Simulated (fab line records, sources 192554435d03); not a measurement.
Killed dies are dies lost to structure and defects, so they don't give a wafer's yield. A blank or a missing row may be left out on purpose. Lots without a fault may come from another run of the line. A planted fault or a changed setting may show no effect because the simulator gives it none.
A struck lot beside a sound one | flow n5_finfet | 15 steps out of a route of 1938
Sound: wafers L737.1, L737.2, L737.3. Struck: wafer L741.4. (L741.6 of the same lot was not struck and is left out.) The cause comes at the end.
At each step with rows: each side's tool, then ch and its chambers, then its first start. Under that, the readings that differ: sound wafers | struck wafers | difference of the means | sigmas: that difference in standard deviations of wafers without a fault.
alike: readings whose means differ by less than 2 such deviations, and words and numbers that are the same on both sides. not compared: withheld readings, readings that some wafer has no value for, bounds like >300 that may hide the same value, and numbers for which the record gives no deviation and whose values overlap.
The two part at a step that has a row with sigmas, a row that says differs or no value, or rows on one side only. Numbers that don't overlap but have no deviation are shown without sigmas and don't part them. A reading that every wafer of one side lacks parts them only if that side has two wafers or more.

N5_BEOL_M12_TRENCH_ETCH_34: etches SiOC in C4F8/O2/Ar, target depth 318.95 nm, time 125.5 s.
  sound on rie_diel-05 ch 1,2,3, day 14 04:15; struck on rie_diel-01 ch 3, day 15 04:19
  alike: O2_flow_sccm, chamber_pressure_mTorr, drypump_motor_current_A, oes_product_au, rf_vpp_V, showerhead_plenum_p_Torr, throttle_valve_pct
  not compared: rf_hours_counter_h
then, 1 step without rows for these wafers: N5_BEOL_M12_STRIP_70 (strips in C4F8/O2/Ar).
N5_BEOL_M12_OCD_MEAS_35:
  sound on ocd-01, day 14 04:24; struck on ocd-01, day 15 04:29
  reading              | sound       | struck | difference | sigmas
  trench_depth_nm (nm) | 315 314 315 | 324    | +9         | +2
then, 1 step without rows for these wafers: N5_BEOL_M12_STRIP_37 (strips in N2/H2).
N5_BEOL_M12_ETCH_38: etches SiCN in CF4/N2, target depth 68.7 nm, time 73.4 s.
  sound on rie_diel-03 ch 0,1,3, day 14 06:01; struck on rie_diel-03 ch 0, day 15 05:55
  reading                        | sound             | struck | difference | sigmas
  chamber_pressure_mTorr (mTorr) | 39.97 40.01 39.98 | 40.06  | +0.07      | +2
  alike: drypump_motor_current_A, n2_flow_sccm, oes_product_au, rf_vpp_V, showerhead_plenum_p_Torr, throttle_valve_pct
  not compared: rf_hours_counter_h
then, 2 steps without rows for these wafers: N5_BEOL_M12_PRECLEAN_39 (cleans in residue remover, time 60 s); N5_BEOL_M12_SRD_40 (time 30 s, dry time 30 s).
N5_BEOL_M12_DEGAS_41: time 60 s.
  sound on pvd_sputter-03, day 14 06:49; struck on pvd_sputter-03, day 15 06:16
  alike: heater_power_w
then, 2 steps without rows for these wafers: N5_BEOL_M12_PRE_CLEAN_42 (time 30 s); N5_BEOL_M12_SPUTTER_43 (material TaN, target thk 15 nm, time 24.19 s).
N5_BEOL_M12_SPUTTER_44: material Ta, target thk 10 nm, time 16.13 s.
  sound on pvd_sputter-03, day 14 06:58; struck on pvd_sputter-03, day 15 06:25
  alike: bias_v, cathode_dc_power_W, throttle_valve_pct
N5_BEOL_M12_SPUTTER_45: material Cu, target thk 80 nm, time 13.33 s.
  sound on pvd_sputter-03, day 14 07:03; struck on pvd_sputter-03, day 15 06:30
  alike: bias_v, cathode_dc_power_W, throttle_valve_pct
N5_BEOL_M12_ECD_47: material Cu, target thk 720 nm.
  sound on ecd_cu-01 ch 0,1, day 14 07:10; struck on ecd_cu-02 ch 0, day 15 06:39
  reading                                 | sound           | struck | difference | sigmas
  model.Cu_of_BEOL_M12_ECD_47.thk_nm (nm) | 729.2 717.2 717 | 1161   | +440       |
then, 1 step without rows for these wafers: N5_BEOL_M12_ANNEAL_48 (time 90 s).
N5_PASSIVATION_PROBE_49:
  the record has rows for the sound wafers here (prober-01, day 15 12:38) and none for the struck ones

WHERE THEY PART
First at N5_BEOL_M12_OCD_MEAS_35; last, within this record, at N5_PASSIVATION_PROBE_49.

WHY: what the simulator had put in
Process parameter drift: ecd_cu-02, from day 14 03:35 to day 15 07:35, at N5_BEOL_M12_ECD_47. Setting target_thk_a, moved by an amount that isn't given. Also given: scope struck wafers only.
